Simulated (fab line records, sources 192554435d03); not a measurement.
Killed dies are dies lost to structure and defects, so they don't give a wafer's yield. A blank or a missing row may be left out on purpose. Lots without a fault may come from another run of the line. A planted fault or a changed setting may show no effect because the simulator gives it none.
Split-lot experiment | flow n5_finfet | 7 lots, 39 wafers read, on a route of 1938 steps

THE SPLIT
At N5_BEOL_M9_ILD_DEP_00 (deposits SiCOH lowk from DEMS/porogen, target thk 308.51 nm, time 58 s), the setting target_thk_a was moved away from the recipe's 3085.1 angstrom on 12 of the 39 wafers read, by -56.8% to +52.6%. The other wafers ran this setting at the recipe's value.

FROM THE SPLIT TO THE READING: what the file shows between them, 1 step
- N5_BEOL_M9_CURE_71: cures SiCOH lowk, time 240 s

THE READING
M9_ILD_THK, in nm, at N5_BEOL_M9_THK_MEAS_01. Fault-free wafers of this fab line usually give 269 nm, standard deviation 3.4 nm.

wafer  | tool, chamber at the split | target_thk_a as run, angstrom | against the recipe | M9_ILD_THK, nm | against lot-mates on the recipe
L078.1 | pecvd-01, 0                | 3085.1                        | recipe             | 271            | -
L078.2 | pecvd-01, 2                | 3085.1                        | recipe             | 269            | -
L078.3 | pecvd-01, 1                | 3085.1                        | recipe             | 266            | -
L078.4 | pecvd-01, 1                | 3085.1                        | recipe             | 273            | -
L078.5 | pecvd-01, 0                | 3085.1                        | recipe             | 278            | -
L078.6 | pecvd-01, 2                | 3085.1                        | recipe             | 274            | -
L082.1 | pecvd-03, 2                | 4024                          | +30.4%             | 352            | +82
L082.2 | pecvd-03, 0                | 3085.1                        | recipe             | 266            | -
L082.3 | pecvd-03, 1                | 3085.1                        | recipe             | 271            | -
L082.4 | pecvd-03, 1                | 4024                          | +30.4%             | 354            | +84
L082.5 | pecvd-03, 2                | 4024                          | +30.4%             | 355            | +85
L082.6 | pecvd-03, 0                | 3085.1                        | recipe             | 272            | -
L081.1 | pecvd-03, 1                | 3085.1                        | recipe             | 268            | -
L081.2 | pecvd-03, 2                | 3085.1                        | recipe             | 267            | -
L081.3 | pecvd-03, 0                | 3085.1                        | recipe             | 265            | -
L081.4 | pecvd-03, 2                | 3085.1                        | recipe             | 271            | -
L081.5 | pecvd-03, 0                | 3085.1                        | recipe             | 267            | -
L081.6 | pecvd-03, 1                | 3085.1                        | recipe             | 271            | -
L084.1 | pecvd-02, 2                | 3085.1                        | recipe             | 263            | -
L084.2 | pecvd-02, 1                | 1333                          | -56.8%             | 111            | -156
L084.3 | pecvd-02, 0                | 1333                          | -56.8%             | 114            | -153
L084.4 | pecvd-02, 2                | 3085.1                        | recipe             | 270            | -
L084.5 | pecvd-02, 0                | 1333                          | -56.8%             | 113            | -154
L084.6 | pecvd-02, 1                | 3085.1                        | recipe             | 269            | -
L093.1 | pecvd-01, 2                | 3085.1                        | recipe             | 270            | -
L093.2 | pecvd-01, 0                | 1632                          | -47.1%             | 145            | -125
L093.3 | pecvd-01, 1                | 1632                          | -47.1%             | 137            | -133
L093.4 | pecvd-01, 2                | 3085.1                        | recipe             | 270            | -
L093.5 | pecvd-01, 1                | 3085.1                        | recipe             | 269            | -
L093.6 | pecvd-01, 0                | 1632                          | -47.1%             | 144            | -126
L096.1 | pecvd-02, 1                | 3085.1                        | recipe             | 267            | -
L096.4 | pecvd-02, 1                | 3085.1                        | recipe             | 270            | -
L096.6 | pecvd-02, 0                | 3085.1                        | recipe             | 269            | -
L095.1 | pecvd-03, 0                | 4707                          | +52.6%             | 407            | +140
L095.2 | pecvd-03, 2                | 3085.1                        | recipe             | 266            | -
L095.3 | pecvd-03, 1                | 3085.1                        | recipe             | 267            | -
L095.4 | pecvd-03, 2                | 3085.1                        | recipe             | 269            | -
L095.5 | pecvd-03, 1                | 4707                          | +52.6%             | 420            | +153
L095.6 | pecvd-03, 0                | 4707                          | +52.6%             | 414            | +147

THE FIT
A straight line over all 39 wafers: M9_ILD_THK changes by +2.74 nm for each +1% of target_thk_a; r = +1.00; the points scatter about the line by 3.3 nm.
The same after taking each lot's own level away (the mean of its wafers on the recipe; 39 wafers): +2.74 nm for each +1%; r = +1.00; scatter 3 nm.
On that fit, the largest move of target_thk_a shifts the reading by 1.6e+02 nm.
The lots' own levels span 267.3 to 271.8 nm, that is 1.3 times the standard deviation above.
So the lot-to-lot level changes the slope little: the two slopes agree.
Check: with one of the wafers moved furthest among these (-56.8%) left out of the fit, the line predicts -155 nm for it against its lot-mates. It came out at -156 nm against them.

OTHER SPLITS ON THESE WAFERS
These wafers also went through other splits before the reading. Each is held against what the fit with the lots' levels taken away leaves over:
other split on the same wafers     | wafers away from the commonest value | r with M9_ILD_THK (lot level and that fit taken away)
N5_BEOL_M7_ILD_DEP_00 target_thk_a | 18                                   | -0.21

THE WHOLE CHAIN: every reading that the file lists as answering this split, in the file's order
step                   | what it does                                                           | reading                                                                                  | change (the file's fit)              | r (the file's)
N5_BEOL_M9_ILD_DEP_00  | deposits SiCOH lowk from DEMS/porogen, target thk 308.51 nm, time 58 s | SiCOH_lowk_of_BEOL_M9_ILD_DEP_00.thk_nm (the simulator's own value, which no gauge read) | +3.11 nm for each +1% of the setting | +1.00
N5_BEOL_M9_CURE_71     | cures SiCOH lowk, time 240 s                                           | SiCOH_lowk_of_BEOL_M9_ILD_DEP_00.thk_nm (the simulator's own value, which no gauge read) | +2.74 nm for each +1% of the setting | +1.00
N5_BEOL_M9_THK_MEAS_01 |                                                                        | M9_ILD_THK                                                                               | +2.74 for each +1% of the setting    | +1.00

THE FILE'S OWN FIT
M9_ILD_THK changes by +2.74 nm for each +1% of target_thk_a, r = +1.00.
